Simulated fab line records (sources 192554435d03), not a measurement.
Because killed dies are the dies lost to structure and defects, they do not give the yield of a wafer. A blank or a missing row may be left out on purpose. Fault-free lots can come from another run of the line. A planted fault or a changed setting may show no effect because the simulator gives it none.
Which tool did it? + flow n5-finfet + 12 lots with 36 wafers sampled at 2 steps, on a route of 1938 steps

== WHAT EACH GAUGE READ, for each wafer ==
N5_BEOL_M12_OCD_MEAS_35.
| lot  | measured     | on     | trench-depth-nm (nm) |
|------|--------------|--------|----------------------|
| L075 | day 10 17:21 | ocd-02 | 324 315 315          |
| L076 | day 11 09:15 | ocd-01 | 319 327 318          |
| L078 | day 11 19:47 | ocd-02 | 325 319 314          |
| L083 | day 12 13:26 | ocd-01 | 321 321 324          |
| L082 | day 12 21:49 | ocd-01 | 317 323 321          |
| L085 | day 13 16:53 | ocd-01 | 314 319 316          |
| L089 | day 14 10:57 | ocd-01 | 309 315 314          |
| L088 | day 14 14:39 | ocd-02 | 318 324 311          |
| L091 | day 15 13:58 | ocd-01 | 317 317 308          |
| L093 | day 16 03:44 | ocd-02 | 322 323 331          |
| L092 | day 16 16:01 | ocd-01 | 314 320 317          |
| L097 | day 17 17:16 | ocd-01 | 318 316 316          |

== EACH LOT AND THE TOOL THAT RAN IT (in order: tool; ch and the chambers of the sampled wafers; start) ==
| lot  | N5_BEOL_M12_ETCH_68                |
|------|------------------------------------|
| L075 | rie-diel-01 ch 1,2,3, day 10 17:01 |
| L076 | rie-diel-01 ch 1,2,3, day 11 08:55 |
| L078 | rie-diel-02 ch 0,2,3, day 11 19:28 |
| L083 | rie-diel-05 ch 1,2,3, day 12 13:06 |
| L082 | rie-diel-02 ch 0,1,2, day 12 21:29 |
| L085 | rie-diel-02 ch 1,2,3, day 13 16:32 |
| L089 | rie-diel-01 ch 2,3, day 14 10:37   |
| L088 | rie-diel-02 ch 1,2,3, day 14 14:19 |
| L091 | rie-diel-01 ch 1,2, day 15 13:37   |
| L093 | rie-diel-05 ch 1,2,3, day 16 03:24 |
| L092 | rie-diel-01 ch 1,2,3, day 16 15:40 |
| L097 | rie-diel-05 ch 0,1, day 17 16:55   |
- N5_BEOL_M12_ETCH_68: etches SOC in N2/H2, time 285 s.

== THE ANSWER, worked out from the rows above alone ==
Rule: what is usual is taken from the lots themselves. The widest of any qualifying gaps counts: lots, ordered by their means at a reading, are off when they make up no more than a third of the lots, leave a main group of 4 or more, and stand apart from it by 3 or more times the standard deviation of that group's means. If all means in a main group match to the digits the tables above print for the reading, that group is not used. A lot without any number at a reading at which 4 lots or more have one is off too. All remaining lots with rows at the step are treated as sound.
Across all readings shown, no lot is off: no conclusion can be drawn from this.

== WHAT THE SIMULATOR HAD INSERTED ==
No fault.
